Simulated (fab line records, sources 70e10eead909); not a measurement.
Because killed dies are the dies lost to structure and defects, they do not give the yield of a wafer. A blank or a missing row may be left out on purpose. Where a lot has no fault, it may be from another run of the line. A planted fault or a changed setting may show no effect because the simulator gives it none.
Matching of chambers / flow nand_harc / rie_diel-10 running NHARC_A_CHANNEL_FILL_D2_ETCHBACK_20: 4 sister chambers
The step etches the open film in C4F8/O2/Ar, target depth 27 nm, time 13.5 s. 4 wafers are shown with their chamber, then 7 later ones without.

== WAFERS PAIRED WITH THEIR CHAMBERS ==
wafer=L381.1; chamber=0; rf_vpp_V (V)=972
wafer=L381.5; chamber=1; rf_vpp_V (V)=979
wafer=L384.1; chamber=2; rf_vpp_V (V)=977
wafer=L384.4; chamber=3; rf_vpp_V (V)=971

== WAFERS WHOSE CHAMBER IS MISSING ==
wafer=L384.5; rf_vpp_V (V)=974
wafer=L387.2; rf_vpp_V (V)=970
wafer=L387.3; rf_vpp_V (V)=975
wafer=L387.4; rf_vpp_V (V)=978
wafer=L396.1; rf_vpp_V (V)=976
wafer=L396.5; rf_vpp_V (V)=978
wafer=L396.6; rf_vpp_V (V)=970

== THE CHAMBER EACH PASSED THROUGH ==
wafer=L384.5; from the rows above=can't be placed: 0 or 2 or 3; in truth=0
wafer=L387.2; from the rows above=can't be placed: 3 or 0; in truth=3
wafer=L387.3; from the rows above=can't be placed: 2 or 0 or 1 or 3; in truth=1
wafer=L387.4; from the rows above=can't be placed: 1 or 2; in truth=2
wafer=L396.1; from the rows above=can't be placed: 2 or 1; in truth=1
wafer=L396.5; from the rows above=can't be placed: 1 or 2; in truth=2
wafer=L396.6; from the rows above=can't be placed: 3 or 0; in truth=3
Placed correctly: 0 of 7. Not placeable from these rows: 7 (in 7, the candidates include the true chamber). Number placed wrongly: 0.
How it was worked out, from the rows above alone: a wafer's distance from a chamber is the root of the sum, over the readings, of the square of ((its reading less the chamber's mean) divided by the reading's scatter). The wafer belongs to the nearest chamber; if the next one is less than 2 further off, it can't be placed. A chamber's mean is the mean of its shown wafers. The scatter: with one shown wafer a chamber, the root of the mean of the squares of how far each hidden wafer lies from its nearest shown one.
